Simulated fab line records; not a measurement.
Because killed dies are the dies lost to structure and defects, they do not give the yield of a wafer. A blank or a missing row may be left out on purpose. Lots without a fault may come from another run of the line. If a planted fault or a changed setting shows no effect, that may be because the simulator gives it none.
Comparing a struck lot with a sound one | flow n5Finfet | 15 steps out of a route of 1938
Sound: wafers L371.2, L371.3, L371.6. Wafers struck: L364.3, L364.5. The cause is named last.
At each step with rows: each side's tool, then ch and its chambers, then its first start. Under that, the readings that differ: sound wafers | struck wafers | difference of the means | sigmas: that difference in standard deviations of wafers without a fault.
alike: a reading whose means differ by less than 2 such deviations, as well as words and numbers matching on both sides. not compared: withheld readings; readings where some wafer has no value; bounds like >300 that might hide an equal value; numbers whose values overlap and for which the record gives no deviation.
A row with sigmas, a row that says differs or no value, or rows on one side alone: a step with any of these is where the two part. When numbers do not overlap yet have no deviation, they are printed without sigmas and do not part them. Lack of a reading on every wafer of one side parts them only where that side has two or more wafers.

N5_MOL_CONTACT_COAG_INSPECT_97: inspects for defects (darkfield).
  sound on defectInspect-01, day 10 16:43; struck on defectInspect-02, day 9 03:30
  alike: rawDefectCount
N5_BEOL_M0_SAQP_PECVD_00: deposits SiCN from 3MS/NH3, target thk 8 nm, time 14 s.
  sound on pecvd-04 ch 0,2, day 10 17:02; struck on pecvd-04 ch 1,2, day 9 03:47
  alike: showerheadPlenumPTorr, throttleValvePct
N5_BEOL_M0_SAQP_ILD_DEP_01: deposits SiOC from DEMS/O2, target thk 45.419 nm, time 8.7 s.
  sound on pecvd-04 ch 0,2, day 10 17:03; struck on pecvd-04 ch 1,2, day 9 03:49
  alike: heaterPowerW, showerheadPlenumPTorr, susceptorTempC, throttleValvePct
N5_BEOL_M0_SAQP_HM_DEP_02: deposits TiN, target thk 12 nm.
  sound on pvdSputter-03, day 10 18:23; struck on pvdSputter-03, day 9 05:55
  alike: susceptorTempC, throttleValvePct
then, 2 steps without rows for these wafers: N5_BEOL_M0_SAQP_PECVD_03 (deposits SiCN from 3MS/NH3, target thk 12 nm, time 21.1 s); N5_BEOL_M0_SAQP_PECVD_96 (deposits a-Si from SiH4/He, target thk 45 nm, time 45.2 s).
N5_BEOL_M0_SAQP_PECVD_97: deposits SiNx from SiH4/NH3/N2, target thk 23 nm, time 19.9 s.
  sound on pecvd-04 ch 0,2, day 10 18:35; struck on pecvd-04 ch 1,2, day 9 06:07
  alike: heaterPowerW, showerheadPlenumPTorr, susceptorTempC, throttleValvePct
then, 1 step without rows for these wafers: N5_BEOL_M0_SAQP_PECVD_04 (deposits a-Si from SiH4/He, target thk 60 nm, time 60.2 s).
N5_BEOL_M0_SAQP_THK_MEAS_05:
  sound on filmMetro-02, day 10 18:43; struck on filmMetro-02, day 9 06:16
  alike: thkNm
N5_BEOL_M0_SAQP_HM_DEP_111: deposits SiO2 from SiH4/N2O, target thk 12 nm, time 7.2 s.
  sound on pecvd-02 ch 0,1, day 10 18:46; struck on pecvd-01 ch 0,2, day 9 06:19
  alike: heaterPowerW, showerheadPlenumPTorr, susceptorTempC
then, 1 step without rows for these wafers: N5_BEOL_M0_SAQP_COAT_81 (time 60 s, resist thk 100 nm).
N5_BEOL_M0_SAQP_COAT_82: time 60 s, resist thk 30 nm.
  sound on lithoTrack-03 ch 0, day 10 18:50; struck on lithoTrack-01 ch 0, day 9 06:23
reading        | sound             | struck      | difference | sigmas
runLengthS (s) | 66.15 65.98 65.88 | 68.95 68.92 | +2.93      | +17
  alike: heaterPowerTotalW
then, 1 step without rows for these wafers: N5_BEOL_M0_SAQP_COAT_08 (resist thk 90 nm).
-- here the record skips 2 days between the struck wafers' starts before and after, leaving off in module BEOL_M0_SAQP and picking up in module BEOL_M4 (first step shown: number 1111 of the route) --
N5_BEOL_M4_RC_MEAS_101:
  sound on prober-02 ch 0, day 13 03:47; struck on prober-01 ch 0, day 11 14:00
reading   | sound          | struck    | difference | sigmas
VT_P (mV) | -251 -254 -247 | -244 -241 | +8         | +2
  alike: DIBL_N, DIBL_P, IOFF_N, IOFF_P, ION_N, ION_P, SS_N, SS_P, VT_N
-- here the record skips 4 days between the struck wafers' starts before and after, leaving off in module BEOL_M4 and picking up in module PASSIVATION (first step shown: number 1936 of the route) --
N5_PASSIVATION_PROBE_49:
  sound on prober-01, day 17 13:34; struck on prober-02, day 15 17:16
  alike: defectLimitedYield, killed_at_M0_to_M3, killed_at_M4_up, killedAtContacts, killedAtFrontEnd, killedAtOther, killedDies, killedOnRim, killedOpen, killedShort, sort_bin_4_leakage, sort_bin_5_function, sort_bin_6_memory, sortNPass, sortYieldPct

## WHERE THEY PART
First at N5_BEOL_M0_SAQP_COAT_82; last, within this record, at N5_BEOL_M4_RC_MEAS_101. Later steps at which nothing parts them and some readings are alike: N5_PASSIVATION_PROBE_49.

WHY: what had been put in by the simulator
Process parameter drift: lithoTrack-01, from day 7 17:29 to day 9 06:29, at N5_BEOL_M0_SAQP_COAT_82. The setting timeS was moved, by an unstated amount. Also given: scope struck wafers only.
